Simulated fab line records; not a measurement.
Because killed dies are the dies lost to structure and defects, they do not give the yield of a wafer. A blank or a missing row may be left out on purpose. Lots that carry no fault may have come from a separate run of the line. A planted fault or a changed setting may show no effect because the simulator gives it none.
Which tool is to blame?    flow n5-finfet    33 wafers from 11 lots sampled at 4 of the route's 1938 steps

WHAT THE GAUGES READ, wafer by wafer
N5_PASSIVATION_OVL_MEAS_66. Usual: PASS_OPEN_OVL gives 2 nm (standard deviation 5.5).
lot   measured      on          PASS_OPEN_OVL (nm)  flag
L954  day 11 21:10  overlay-01  10 4 1              
L956  day 12 17:25  overlay-01  6 8 3               
L958  day 12 23:22  overlay-01  -4 -3 -5            
L960  day 13 10:37  overlay-02  8 7 10              
L961  day 13 18:47  overlay-01  3 3 9               
L964  day 14 10:38  overlay-01  6 4 1               
L965  day 15 09:28  overlay-02  3 1 4               
L971  day 16 23:42  overlay-01  -6 -1 0             
L974  day 17 19:28  overlay-02  12 4 8              
L976  day 18 11:33  overlay-01  15 12 16            
L977  day 18 22:06  overlay-01  7 5 15              

TOOL THAT RAN EACH LOT (tool first, then ch and the chambers of the sampled wafers, then the start)
lot   N5_BEOL_M11_SPUTTER_48        N5_PASSIVATION_AL_DEP_21      N5_PASSIVATION_ETCH_59
L954  pvd-sputter-02, day 10 05:29  pvd-sputter-01, day 11 18:53  rie-metal-02 ch 0,1, day 11 19:58
L956  pvd-sputter-01, day 10 19:41  pvd-sputter-03, day 12 15:04  rie-metal-01 ch 0,1, day 12 16:07
L958  pvd-sputter-01, day 11 04:28  pvd-sputter-03, day 12 20:56  rie-metal-02 ch 0,1, day 12 21:58
L960  pvd-sputter-03, day 11 21:17  pvd-sputter-03, day 13 08:13  rie-metal-01 ch 0,1, day 13 09:16
L961  pvd-sputter-03, day 12 07:36  pvd-sputter-03, day 13 16:17  rie-metal-03 ch 0,1, day 13 17:27
L964  pvd-sputter-03, day 12 20:22  pvd-sputter-01, day 14 07:10  rie-metal-02 ch 0,1, day 14 08:54
L965  pvd-sputter-03, day 13 17:40  pvd-sputter-01, day 15 06:48  rie-metal-03 ch 0,1, day 15 07:58
L971  pvd-sputter-02, day 15 06:13  pvd-sputter-01, day 16 21:10  rie-metal-03 ch 0,1, day 16 22:23
L974  pvd-sputter-01, day 16 02:26  pvd-sputter-01, day 17 16:52  rie-metal-01 ch 1, day 17 18:02
L976  pvd-sputter-03, day 16 20:34  pvd-sputter-01, day 18 09:10  rie-metal-01 ch 1, day 18 10:12
L977  pvd-sputter-01, day 17 09:29  pvd-sputter-03, day 18 19:52  rie-metal-02 ch 0,1, day 18 20:55
- N5_BEOL_M11_SPUTTER_48: material Cu, target thk 12 nm, time 2 s.
- N5_PASSIVATION_AL_DEP_21: deposits Al, target thk 2800 nm, time 170 s.
- N5_PASSIVATION_ETCH_59: etches TaN in Cl2/BCl3, target depth 65 nm, time 34.9 s.

WHAT THE TOOLS THEMSELVES READ (means of the sampled wafers that have a number; where no wafer has one, the mark that the record gives instead)
N5_BEOL_M11_SPUTTER_48. Usual: substrate-temp-c -19.99 C, standard deviation 0.1; throttle-valve-pct 29.8 %, standard deviation 0.97.
lot   tool            substrate-temp-c (C)  throttle-valve-pct (%)  flag
L954  pvd-sputter-02  -20.02                29.7                    
L956  pvd-sputter-01  -20.02                29.7                    
L958  pvd-sputter-01  -20.11                29.6                    
L960  pvd-sputter-03  -19.93                29.9                    
L961  pvd-sputter-03  -19.97                30.3                    
L964  pvd-sputter-03  -19.95                30.2                    
L965  pvd-sputter-03  -19.90                29.9                    
L971  pvd-sputter-02  -20.08                29.5                    
L974  pvd-sputter-01  -20.05                29.5                    
L976  pvd-sputter-03  -19.94                29.6                    
L977  pvd-sputter-01  -19.99                30.1                    

N5_PASSIVATION_AL_DEP_21. Usual: substrate-temp-c 400.02 C, standard deviation 0.21; throttle-valve-pct 29.9 %, standard deviation 1.
lot   tool            substrate-temp-c (C)  throttle-valve-pct (%)  flag
L954  pvd-sputter-01  400.19                30.1                    
L956  pvd-sputter-03  400.06                30.7                    
L958  pvd-sputter-03  400.09                31.0                    
L960  pvd-sputter-03  399.96                30.7                    
L961  pvd-sputter-03  400.15                30.4                    
L964  pvd-sputter-01  399.91                30.0                    
L965  pvd-sputter-01  400.06                29.9                    
L971  pvd-sputter-01  399.90                30.2                    
L974  pvd-sputter-01  400.06                29.5                    
L976  pvd-sputter-01  399.94                29.9                    
L977  pvd-sputter-03  400.15                30.9                    

N5_PASSIVATION_ETCH_59. Usual: drypump-motor-current-A 5.48 A, standard deviation 0.2; he-backside-leak-sccm 3.53 sccm, standard deviation 0.3; oes-product-au 0.81 a.u., standard deviation 0.08; throttle-valve-pct 21.13 %, standard deviation 0.15.
lot   tool          drypump-motor-current-A (A)  he-backside-leak-sccm (sccm)  oes-product-au (a.u.)  throttle-valve-pct (%)  flag
L954  rie-metal-02  5.37                         3.58                          0.88                   21.19                   
L956  rie-metal-01  5.78                         3.22                          0.78                   20.97                   
L958  rie-metal-02  5.41                         3.57                          0.86                   21.21                   
L960  rie-metal-01  5.66                         3.37                          0.80                   20.95                   
L961  rie-metal-03  5.38                         3.63                          0.69                   21.38                   
L964  rie-metal-02  5.43                         3.69                          0.85                   21.21                   
L965  rie-metal-03  5.31                         3.80                          0.82                   21.13                   
L971  rie-metal-03  5.39                         3.60                          0.87                   21.06                   
L974  rie-metal-01  5.56                         3.44                          0.80                   20.93                   
L976  rie-metal-01  5.58                         3.53                          0.80                   20.94                   
L977  rie-metal-02  5.37                         3.57                          0.82                   21.22                   

THE ANSWER, worked out from the rows above alone
Rule: lot off if the mean of its wafers having a number is beyond 3 standard deviations from the usual mean. A lot without any number at a reading at which 4 lots or more have one is off too. Where the step has rows for the other lots, those lots are counted as sound. First the gauges in route order, then the tools' own readings, where a lot's mean is used as printed above. The first step at which some lot is off is used, and at that step the reading that is off furthest; a lot without a number counts as furthest.
None of the lots is off at any reading shown; this tells nothing.

WHAT THE SIMULATOR HAD INSERTED
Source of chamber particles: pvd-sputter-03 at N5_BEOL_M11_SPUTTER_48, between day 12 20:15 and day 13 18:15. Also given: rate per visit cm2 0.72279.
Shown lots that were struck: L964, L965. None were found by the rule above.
